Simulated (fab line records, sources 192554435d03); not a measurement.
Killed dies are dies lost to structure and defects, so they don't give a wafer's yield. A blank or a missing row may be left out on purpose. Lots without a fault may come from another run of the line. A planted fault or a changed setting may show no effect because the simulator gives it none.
fab line records | flow n5_finfet
record lots=11 wafers=30 last_day=16
route steps=1938 shown BEOL_M4@1111 BEOL_M15@1813 MIM_TOP@1838 MIM_TOP_LITHO@1847 PASSIVATION@1936
lots that met no fault: from a run of the same line without faults
start_h: hours from the record's first day to the start of the lot's first wafer shown | wait_h: hours since the lot's step before | " the same as in the row above | L1.1+2: a row that stands for several wafers | - no value, or no start given | * or withheld: withheld | < > ~ a bound
route shown NAME@n: a module of which the file shows steps, and the number in the route of the first | usual: mean/standard deviation of fault-free wafers | same: alike in all rows | chamber/n: place in a boat | sites: the reading at each site | _std_site: their standard deviation | _edge_site: outer sites' mean less inner sites' | radius_mm: how far each site lies from the wafer's centre | mask NAME#n: copy n | behind: the tool/chamber that last shaped the wafer | hold: why the lot was held/for how many hours/how that ended | device: the transistor (n, p or np) that didn't switch | end of line: the same wafers' tests at the end of the route | a step without rows: its recipe alone | killed: dies lost to structure and defects at the first sort, not the wafer's yield | map: a wafer's dies, x killed, . not, _ none there
set.NAME: the setting as run; set.NAME@STEP: as run at that earlier step | model.NAME: the simulator's own value behind a step, which no gauge read
steps of the route over a sample of lots; a table a step, a row a wafer
services: from which hour (start_h, from the record's first day; less than 0 if before it) a tool's chamber was out of use, for how many hours, and why
## steps
# step N5_BEOL_M4_RC_MEAS_101
# usual DIBL_N=36.9/2.1 DIBL_P=37.1/2.5 IOFF_N=0.17/0.039 IOFF_P=0.23/0.043 ION_N=673/15 ION_P=462/9.1 SS_N=71.8/0.69 SS_P=73.6/0.74 VT_N=250/3.6 VT_P=-249.7/2.9
# columns lot.wafer tool chamber start_h wait_h DIBL_N[mV/V] DIBL_P[mV/V] IOFF_N[nA/um] IOFF_P[nA/um] ION_N[uA/um] ION_P[uA/um] SS_N[mV/dec] SS_P[mV/dec] VT_N[mV] VT_P[mV]
L443.2 prober-01 0 180.79 0.2 33.5 33.0 0.12 0.17 677 465 70.8 72.1 254 -252.8
L443.4 " 0 " " 35.6 35.0 0.15 0.19 665 453 71.1 72.9 249 -252.3
L443.6 " 0 " " 35.8 35.6 0.14 0.19 667 452 70.7 73.2 251 -250.6
L442.3 prober-02 0 181.22 0.3 40.9 43.9 0.29 0.35 703 476 72.5 75.0 241 -245.6
L442.4 " 0 " " 39.4 41.2 0.23 0.29 682 461 72.1 74.2 245 -245.4
L440.1 prober-01 0 185.58 0.0 37.9 37.0 0.18 0.19 674 447 71.8 73.2 248 -249.9
L440.3 " 0 " " 39.5 40.3 0.22 0.23 687 456 71.9 74.3 247 -250.1
L440.5 " 0 " " 37.5 36.5 0.16 0.17 664 444 72.2 73.8 253 -252.8
L445.1 prober-01 0 195.75 0.0 38.2 38.3 0.17 0.27 664 468 71.4 73.9 247 -245.9
L445.5 " 0 " " 40.7 40.6 0.23 0.31 681 468 72.2 74.6 247 -244.4
L444.4 prober-02 0 197.94 0.5 35.4 35.1 0.14 0.20 662 456 71.9 74.4 255 -251.6
L444.5 " 0 " " 34.6 34.5 0.14 0.19 659 451 72.0 73.8 254 -250.6
L444.6 " 0 " " 37.6 37.6 0.18 0.22 683 469 72.3 74.3 251 -250.2
L446.2 prober-01 0 198.34 0.2 35.2 34.9 0.13 0.19 657 453 71.6 72.6 254 -252.9
L446.3 " 0 " " 38.6 38.4 0.20 0.26 673 462 71.9 73.9 250 -246.8
L446.6 " 0 " " 39.4 39.8 0.21 0.27 680 467 71.9 73.5 245 -245.6
L447.1 prober-02 0 205.37 0.0 36.1 34.1 0.13 0.19 668 461 70.6 72.6 256 -251.9
L447.4 " 0 " " 36.6 36.1 0.14 0.22 676 470 71.1 72.7 251 -249.4
L447.5 " 0 " " 36.8 36.1 0.15 0.23 654 456 71.0 73.3 252 -248.9
L454.4 prober-01 0 257.96 0.5 38.0 37.7 0.16 0.23 663 456 71.7 73.1 253 -248.8
L454.5 " 0 " " 36.4 35.8 0.13 0.19 664 461 70.7 73.1 257 -252.7
L454.6 " 0 " " 38.3 39.0 0.18 0.26 683 469 71.3 74.0 250 -245.5
L455.2 prober-02 0 259.98 0.2 39.5 38.7 0.20 0.21 673 460 72.6 74.1 250 -253.2
L455.5 " 0 " " 39.0 40.2 0.19 0.24 670 459 71.9 74.9 248 -250.4
L455.6 " 0 " " 37.3 38.4 0.16 0.21 678 463 71.5 73.8 250 -253.3
L456.3 prober-01 0 272.69 0.3 38.7 39.0 0.19 0.24 689 465 72.4 72.8 246 -249.5
L456.5 " 0 " " 40.3 41.2 0.20 0.27 695 474 72.6 73.8 246 -246.3
L458.2 prober-01 0 279.56 0.2 34.4 34.4 0.12 0.16 665 450 71.6 73.0 254 -251.9
L458.4 " 0 " " 37.2 37.1 0.17 0.19 671 457 71.5 73.6 249 -252.1
L458.5 " 0 " " 38.1 38.7 0.19 0.22 687 462 71.6 73.9 246 -250.4
# step N5_BEOL_M15_STRIP_37
# recipe chemistry=O2 power_w=600 temp_c=60 pressure_mtorr=30 rf_frequency_hz=6e+07 bias_power_w=0 overash_fraction=0.3 o2_flow_sccm=225
# usual drypump_motor_current_A=6.0/0.6 oes_product_au=0.76/0.058 rf_vpp_V=3.7/0.66 showerhead_plenum_p_Torr=2.07/0.06 throttle_valve_pct=16.65/0.19
# columns lot.wafer tool chamber start_h wait_h drypump_motor_current_A oes_product_au rf_hours_counter_h rf_vpp_V showerhead_plenum_p_Torr throttle_valve_pct
L443.2 rie_diel-02 0 - - 5.6 0.90 22 3.4 2.13 16.55
L443.4 " 1 " " 5.4 0.73 187 3.2 2.05 16.50
L443.6 " 3 " " 6.0 0.68 - 4.5 2.10 17.19
L442.3 rie_diel-04 2 - - 5.7 0.73 193 4.0 2.01 16.64
L442.4 " 1 " " 5.0 0.84 57 4.0 2.16 16.79
L440.1 rie_diel-04 2 - - 5.7 0.71 195 3.5 2.01 16.67
L440.3 " 0 " " 6.1 0.71 201 4.1 2.15 16.75
L440.5 " 3 " " 6.7 0.77 - 4.5 2.02 16.54
L445.1 rie_diel-01 3 - - 6.3 0.72 210 3.6 2.09 16.59
L445.5 " 0 " " 5.1 0.84 - 2.9 2.05 16.42
L444.4 rie_diel-01 2 - - 6.8 0.76 155 4.4 2.01 16.39
L444.5 " 0 " " 5.1 0.84 - 4.2 2.05 16.43
L444.6 " 1 " " 6.4 0.83 - 3.7 2.12 16.81
L446.2 rie_diel-04 2 - - 5.7 0.72 202 3.4 2.01 16.66
L446.3 " 1 " " 5.1 0.82 66 3.6 2.16 16.80
L446.6 " 1 " " 5.0 0.82 - 5.3 2.16 16.81
L447.1 rie_diel-01 1 - - 6.3 0.82 79 3.8 2.12 16.81
L447.4 " 0 " " 5.1 0.85 73 3.0 2.05 16.44
L447.5 " 2 " " 6.8 0.75 - 3.7 2.01 16.37
L455.2 rie_diel-01 0 - - 5.1 0.83 88 3.2 2.04 16.45
L455.5 " 3 " " 6.3 0.69 - 3.4 2.08 16.61
L455.6 " 2 " " 6.8 0.76 - 4.6 2.01 16.41
L454.4 rie_diel-01 0 - - 5.1 0.83 88 4.9 2.04 16.46
L454.5 " 0 " " 5.1 0.82 - 3.5 2.04 16.47
L454.6 " 1 " " 6.3 0.82 - 3.5 2.11 16.82
L456.3 rie_diel-04 2 - - 5.7 0.71 219 3.5 2.00 16.73
L456.5 " 0 " " 6.1 0.69 - 4.4 2.14 16.82
L458.2 rie_diel-01 3 - - 6.3 0.68 234 3.3 2.08 16.63
L458.4 " 0 " " 5.1 0.83 92 2.8 2.04 16.47
L458.5 " 2 " " 6.8 0.75 - 3.8 2.01 16.39
# step N5_BEOL_M15_PRE_CLEAN_42
# recipe gas=H2/He time_s=30 temp_c=300
# usual heater_power_w=455/44
# columns lot.wafer tool chamber start_h wait_h heater_power_w
L443.2 pvd_sputter-03 - 262.26 0.0 373
L443.4 " - " " 503
L443.6 " - " " 470
L442.3 pvd_sputter-03 - 266.36 0.0 480
L442.4 " - " " 367
L440.1 pvd_sputter-01 - 273.37 0.0 460
L440.3 " - " " 381
L440.5 " - " " 501
L445.1 pvd_sputter-03 - 279.36 0.0 477
L445.5 " - " " 368
L444.4 pvd_sputter-01 - 286.42 0.0 376
L444.5 " - " " 463
L444.6 " - " " 384
L446.2 pvd_sputter-03 - 287.20 0.0 469
L446.3 " - " " 510
L446.6 " - " " 373
L447.1 pvd_sputter-01 - 289.30 0.0 494
L447.4 " - " " 465
L447.5 " - " " 483
L455.2 pvd_sputter-02 - 342.07 0.0 433
L455.5 " - " " 507
L455.6 " - " " 480
L454.4 pvd_sputter-03 - 342.10 0.0 510
L454.5 " - " " 376
L454.6 " - " " 466
L456.3 pvd_sputter-01 - 356.41 0.0 500
L456.5 " - " " 473
L458.2 pvd_sputter-01 - 358.61 0.0 462
L458.4 " - " " 385
L458.5 " - " " 470
# step N5_MIM_TOP_SPUTTER_03
# recipe material=TiN target_thk_a=350 temp_c=200 power_w=3000 chamber_pressure_pa=0.49996 gas=Ar reactive_partial_pa=0.37997 time_s=89.7
# usual cathode_dc_power_W=2999.9/0.58 throttle_valve_pct=29.4/0.92
# columns lot.wafer tool chamber start_h wait_h cathode_dc_power_W throttle_valve_pct
L443.2 pvd_sputter-01 - 267.84 0.0 2999.8 29.8
L443.4 " - " " 2999.9 29.7
L443.6 " - " " 2999.5 27.4
L442.3 pvd_sputter-03 - 270.74 0.0 3000.1 29.1
L442.4 " - " " 3000.0 30.3
L440.1 pvd_sputter-01 - 278.37 0.0 2998.9 29.6
L440.3 " - " " 3000.8 27.7
L440.5 " - " " 3000.3 29.6
L445.1 pvd_sputter-03 - 283.83 0.0 3000.3 28.8
L445.5 " - " " 2999.2 29.6
L444.4 pvd_sputter-01 - 290.54 0.0 2999.3 29.2
L444.5 " - " " 2999.2 29.8
L444.6 " - " " 2999.8 27.6
L446.2 pvd_sputter-03 - 293.00 0.0 3000.2 30.8
L446.3 " - " " 3000.7 30.4
L446.6 " - " " 3001.1 29.1
L447.1 pvd_sputter-03 - 295.16 0.0 2999.7 29.7
L447.4 " - " " 3000.4 30.3
L447.5 " - " " 2999.9 29.5
L455.2 pvd_sputter-01 - 346.93 0.0 3708.8 29.6
L455.5 " - " " 3707.4 29.7
L455.6 " - " " 3706.2 29.4
L454.4 pvd_sputter-01 - 347.05 0.0 3707.3 29.3
L454.5 " - " " 3707.1 29.8
L454.6 " - " " 3707.8 27.5
L456.3 pvd_sputter-02 - 359.87 0.0 3000.4 28.8
L456.5 " - " " 3000.0 28.5
L458.2 pvd_sputter-02 - 362.47 0.0 3000.1 29.1
L458.4 " - " " 3000.0 30.7
L458.5 " - " " 2999.0 28.9
# step N5_MIM_TOP_LITHO_CD_MEAS_08
# recipe target_cd_nm=2000 landing_energy_ev=500 detector=se_inlens
# usual cd_nm=2001.2/2.1
# columns lot.wafer tool chamber start_h wait_h cd_nm
L443.2 cd_sem-01 0 268.23 - 2000.7
L443.4 " 0 " " 2000.7
L443.6 " 0 " " 2001.4
L442.3 cd_sem-03 0 271.25 - 1998.9
L442.4 " 0 " " 2000.5
L440.1 cd_sem-03 0 278.88 - 2000.4
L440.3 " 0 " " 1999.3
L440.5 " 0 " " 2005.3
L445.1 cd_sem-03 0 284.34 - 2003.0
L445.5 " 0 " " 2005.3
L444.4 cd_sem-02 0 291.06 - 2002.7
L444.5 " 0 " " 1999.3
L444.6 " 0 " " 2002.2
L446.2 cd_sem-02 0 293.39 - 2006.6
L446.3 " 0 " " 2000.3
L446.6 " 0 " " 2003.3
L447.1 cd_sem-03 0 295.55 - 2001.3
L447.4 " 0 " " 1995.4
L447.5 " 0 " " 1999.2
L456.3 cd_sem-01 0 360.39 - 2001.6
L456.5 " 0 " " 2004.3
L458.2 cd_sem-03 0 362.98 - 2001.5
L458.4 " 0 " " 2000.4
L458.5 " 0 " " 2000.6
# step N5_PASSIVATION_PROBE_49
# usual defect_limited_yield=91.3/1.4 killed_at_M0_to_M3=32/9.5 killed_at_M4_up=14/5.2 killed_at_contacts=13/5.7 killed_at_front_end=41/12 killed_at_other=3.5/2.6 killed_dies=103/17 killed_on_rim=14/4 killed_open=68/14 killed_short=32/7 sort_bin_4_leakage=0.01/0.051 sort_bin_5_function=5.0/0.91 sort_bin_6_memory=3.3/0.7 sort_bin_8_speed=0.03/0.22 sort_n_pass=1076/17 sort_yield_pct=91.2/1.4
# same gross_dies=1180 killed_at_back_side=0
# columns lot.wafer tool chamber start_h wait_h defect_limited_yield[%] killed_at_M0_to_M3 killed_at_M4_up killed_at_contacts killed_at_front_end killed_at_other killed_dies killed_on_rim killed_open killed_short sort_bin_4_leakage[%] sort_bin_5_function[%] sort_bin_6_memory[%] sort_bin_8_speed[%] sort_n_pass sort_yield_pct[%]
L455.2 prober-01 - 358.78 0.1 0 28 11 16 27 1098 1180 152 57 26 0 4.0 2.9 0 0 0
L455.5 prober-01 - 358.93 0.2 0 31 18 13 29 1089 1180 152 59 33 0 4.5 3.0 0 0 0
L455.6 prober-01 - 358.98 0.3 0 21 17 15 34 1093 1180 152 56 33 0 4.4 2.9 0 0 0
L454.4 prober-02 - 359.39 0.2 0 40 13 21 39 1067 1180 152 78 41 0 5.3 4.5 0 0 0
L454.5 prober-02 - 359.44 0.2 0 40 11 21 59 1049 1180 152 84 54 0 6.2 5.0 0 0 0
L454.6 prober-02 - 359.49 0.3 0 18 22 8 40 1092 1180 152 60 32 0 4.9 2.5 0 0 0
# killed by level:class
L455.2 MIM_TOP:area_sputter=1097 MOL_CONTACT_COAG:geometric_particle:open=13 FIN_SAQP:geometric_particle:open=6 BEOL_M1:geometric_particle:open=6 BEOL_M4:geometric_particle:open=5 ILD0:geometric_particle:open=5 BEOL_M3:geometric_particle:open=5 FIN_SAQP:geometric_particle:short=4
L455.5 MIM_TOP:area_sputter=1088 MOL_CONTACT_COAG:geometric_particle:open=11 BEOL_M3:geometric_particle:open=7 BEOL_M4:geometric_particle:short=7 FIN_SAQP:geometric_particle:open=6 BEOL_M0_SAQP:geometric_particle:open=6 BEOL_M0_SAQP:geometric_particle:short=6 BEOL_M4:geometric_particle:open=5
L455.6 MIM_TOP:area_sputter=1091 MOL_CONTACT_COAG:geometric_particle:open=13 BEOL_M0_SAQP:geometric_particle:short=6 BEOL_M4:geometric_particle:short=6 FIN_SAQP:geometric_particle:open=5 FIN_SAQP:geometric_particle:short=4 STI_FIN_REVEAL:geometric_particle:open=4 DUMMY_GATE:geometric_particle:short=4
L454.4 MIM_TOP:area_sputter=1061 MOL_CONTACT_COAG:geometric_particle:open=20 BEOL_M0_SAQP:geometric_particle:short=17 FIN_SAQP:geometric_particle:open=9 GATE_CUT:geometric_particle:open=8 BEOL_M0_SAQP:geometric_particle:open=7 BEOL_M0:geometric_particle:open=7 BEOL_M4:geometric_particle:open=7
L454.5 MIM_TOP:area_sputter=1042 MOL_CONTACT_COAG:geometric_particle:open=14 FIN_SAQP:geometric_particle:open=13 FIN_SAQP:geometric_particle:short=12 BEOL_M0_SAQP:geometric_particle:short=10 BEOL_M0_SAQP:geometric_particle:open=10 GATE_CUT:geometric_particle:short=8 BEOL_M2:geometric_particle:open=8
L454.6 MIM_TOP:area_sputter=1088 BEOL_M4:geometric_particle:open=16 FIN_SAQP:geometric_particle:open=13 GATE_CUT:geometric_particle:short=6 BEOL_M0_SAQP:geometric_particle:short=6 STI_FIN_REVEAL:geometric_particle:open=5 FIN_SAQP:geometric_particle:short=4 ILD0:geometric_particle:open=4
## services
# columns tool chamber start_h hours kind
rie_diel-02 0 264.59 16.2 repair
rie_diel-02 - 271.50 14.6 pm
pvd_sputter-02 - 303.66 4.3 repair
rie_diel-04 1 310.45 4.1 repair
pvd_sputter-03 - 332.51 3.0 repair
pvd_sputter-02 - 342.91 6.3 repair
rie_diel-04 0 360.64 2.0 repair
rie_diel-02 0 361.79 5.2 repair
## key
first_sign step=N5_MIM_TOP_SPUTTER_03 reading=cathode_dc_power_W direction=up sigmas=99+ usual=* struck=*
effect step=N5_PASSIVATION_PROBE_49 reading=killed_at_other direction=up sigmas=99+ usual=3.5 struck=1081.3
more_kills_born_at N5_MIM_TOP_SPUTTER_03@pvd_sputter-01=6467
met_at N5_MIM_TOP_SPUTTER_03
struck_lots L454,L455
later_rows_left_out L454.4,L454.5,L454.6,L455.2,L455.5,L455.6
not_acting_at N5_BEOL_M15_STRIP_37,N5_BEOL_M15_PRE_CLEAN_42,N5_MIM_TOP_LITHO_CD_MEAS_08
onset_between 290.54 346.93
fault kind=process_parameter_drift tool=pvd_sputter-01 chamber=- onset_h=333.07 steps=N5_MIM_TOP_SPUTTER_03 channel=power_w offset=* shape=step end_h=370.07 acts_in=* stated=*
# later_rows_left_out: the simulator's readings of these wafers behind a module that went badly wrong aren't trusted and aren't shown, but for the sort
